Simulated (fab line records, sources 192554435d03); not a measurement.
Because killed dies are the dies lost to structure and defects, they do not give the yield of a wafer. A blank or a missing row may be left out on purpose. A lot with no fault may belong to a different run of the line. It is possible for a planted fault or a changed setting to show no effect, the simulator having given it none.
Matching of chambers || flow n5Finfet || N5_BEOL_M5_CO_CAP_78 on cvdCo-02 has 3 sister chambers
The step material Co, precursor CCTBA/H2, target thk 2 nm, time 102.1 s. 22 wafers are shown with their chamber, then 11 later ones without.

## WAFERS PAIRED WITH THEIR CHAMBERS
{"wafer": "L075.1", "chamber": 2, "heaterPowerOuterW (W)": 137, "heaterPowerW (W)": 243, "susceptorTempC (C)": 200.23}
{"wafer": "L075.4", "chamber": 2, "heaterPowerOuterW (W)": 135, "heaterPowerW (W)": 247, "susceptorTempC (C)": 200.11}
{"wafer": "L075.5", "chamber": 1, "heaterPowerOuterW (W)": 105, "heaterPowerW (W)": 224, "susceptorTempC (C)": 199.91}
{"wafer": "L076.1", "chamber": 1, "heaterPowerOuterW (W)": 109, "heaterPowerW (W)": 223, "susceptorTempC (C)": 199.88}
{"wafer": "L076.2", "chamber": 2, "heaterPowerOuterW (W)": 137, "heaterPowerW (W)": 241, "susceptorTempC (C)": 199.71}
{"wafer": "L076.4", "chamber": 0, "heaterPowerOuterW (W)": 119, "heaterPowerW (W)": 239, "susceptorTempC (C)": 200.02}
{"wafer": "L077.2", "chamber": 2, "heaterPowerOuterW (W)": 134, "heaterPowerW (W)": 243, "susceptorTempC (C)": 199.65}
{"wafer": "L077.5", "chamber": 2, "heaterPowerOuterW (W)": 136, "heaterPowerW (W)": 243, "susceptorTempC (C)": 199.85}
{"wafer": "L077.6", "chamber": 1, "heaterPowerOuterW (W)": 109, "heaterPowerW (W)": 219, "susceptorTempC (C)": 200.26}
{"wafer": "L084.2", "chamber": 2, "heaterPowerOuterW (W)": 135, "heaterPowerW (W)": 244, "susceptorTempC (C)": 199.94}
{"wafer": "L084.3", "chamber": 1, "heaterPowerOuterW (W)": 108, "heaterPowerW (W)": 217, "susceptorTempC (C)": 199.91}
{"wafer": "L084.6", "chamber": 2, "heaterPowerOuterW (W)": 141, "heaterPowerW (W)": 241, "susceptorTempC (C)": 199.95}
{"wafer": "L082.1", "chamber": 1, "heaterPowerOuterW (W)": 108, "heaterPowerW (W)": 214, "susceptorTempC (C)": 200.06}
{"wafer": "L082.4", "chamber": 0, "heaterPowerOuterW (W)": 121, "heaterPowerW (W)": 240, "susceptorTempC (C)": 199.85}
{"wafer": "L082.5", "chamber": 2, "heaterPowerOuterW (W)": 137, "heaterPowerW (W)": 240, "susceptorTempC (C)": 199.90}
{"wafer": "L085.1", "chamber": 2, "heaterPowerOuterW (W)": 135, "heaterPowerW (W)": 249, "susceptorTempC (C)": 199.89}
{"wafer": "L085.5", "chamber": 0, "heaterPowerOuterW (W)": 122, "heaterPowerW (W)": 238, "susceptorTempC (C)": 199.85}
{"wafer": "L085.6", "chamber": 2, "heaterPowerOuterW (W)": 132, "heaterPowerW (W)": 251, "susceptorTempC (C)": 199.91}
{"wafer": "L087.1", "chamber": 1, "heaterPowerOuterW (W)": 109, "heaterPowerW (W)": 224, "susceptorTempC (C)": 200.32}
{"wafer": "L087.3", "chamber": 0, "heaterPowerOuterW (W)": 121, "heaterPowerW (W)": 239, "susceptorTempC (C)": 199.75}
{"wafer": "L087.5", "chamber": 0, "heaterPowerOuterW (W)": 122, "heaterPowerW (W)": 239, "susceptorTempC (C)": 199.94}
{"wafer": "L086.1", "chamber": 2, "heaterPowerOuterW (W)": 134, "heaterPowerW (W)": 246, "susceptorTempC (C)": 200.14}

SIGNATURES (averages over the wafers above)
{"reading": "heaterPowerOuterW", "chamber 0": 121.00, "chamber 1": 108.00, "chamber 2": 135.73, "scatter within a chamber": 1.95}
{"reading": "heaterPowerW", "chamber 0": 239.00, "chamber 1": 220.17, "chamber 2": 244.36, "scatter within a chamber": 3.34}
{"reading": "susceptorTempC", "chamber 0": 199.8820, "chamber 1": 200.0567, "chamber 2": 199.9345, "scatter within a chamber": 0.167}
Rule: a wafer lies at a distance from a chamber equal to the root of the sum of squares, over the readings, of (its reading less the chamber's mean, divided by the reading's scatter). If the next closest chamber is less than 2 further off than the closest, the wafer can't be placed; otherwise it belongs to the closest. How the scatter is found: for the shown wafers, subtract from each reading the mean of its chamber, square and add these, divide the total by (wafers less chambers), then take the root.

## WAFERS WITHOUT THEIR CHAMBER
{"wafer": "L086.2", "heaterPowerOuterW (W)": 121, "heaterPowerW (W)": 243, "susceptorTempC (C)": 199.86}
{"wafer": "L086.3", "heaterPowerOuterW (W)": 105, "heaterPowerW (W)": 226, "susceptorTempC (C)": 200.25}
{"wafer": "L089.1", "heaterPowerOuterW (W)": 119, "heaterPowerW (W)": 240, "susceptorTempC (C)": 199.81}
{"wafer": "L089.2", "heaterPowerOuterW (W)": 135, "heaterPowerW (W)": 250, "susceptorTempC (C)": 200.09}
{"wafer": "L089.5", "heaterPowerOuterW (W)": 121, "heaterPowerW (W)": 234, "susceptorTempC (C)": 200.08}
{"wafer": "L092.2", "heaterPowerOuterW (W)": 139, "heaterPowerW (W)": 242, "susceptorTempC (C)": 200.02}
{"wafer": "L092.3", "heaterPowerOuterW (W)": 108, "heaterPowerW (W)": 217, "susceptorTempC (C)": 200.17}
{"wafer": "L092.5", "heaterPowerOuterW (W)": 109, "heaterPowerW (W)": 214, "susceptorTempC (C)": 199.91}
{"wafer": "L097.1", "heaterPowerOuterW (W)": 120, "heaterPowerW (W)": 242, "susceptorTempC (C)": 199.93}
{"wafer": "L097.2", "heaterPowerOuterW (W)": 138, "heaterPowerW (W)": 246, "susceptorTempC (C)": 200.02}
{"wafer": "L097.3", "heaterPowerOuterW (W)": 109, "heaterPowerW (W)": 213, "susceptorTempC (C)": 199.98}

## WHICH CHAMBER EACH WENT THROUGH
{"wafer": "L086.2", "from the rows above": 0, "in truth": 0}
{"wafer": "L086.3", "from the rows above": 1, "in truth": 1}
{"wafer": "L089.1", "from the rows above": 0, "in truth": 0}
{"wafer": "L089.2", "from the rows above": 2, "in truth": 2}
{"wafer": "L089.5", "from the rows above": 0, "in truth": 0}
{"wafer": "L092.2", "from the rows above": 2, "in truth": 2}
{"wafer": "L092.3", "from the rows above": 1, "in truth": 1}
{"wafer": "L092.5", "from the rows above": 1, "in truth": 1}
{"wafer": "L097.1", "from the rows above": 0, "in truth": 0}
{"wafer": "L097.2", "from the rows above": 2, "in truth": 2}
{"wafer": "L097.3", "from the rows above": 1, "in truth": 1}
Placed correctly: 11 of 11. Left unplaced by these rows: 0. 0 placed wrongly.
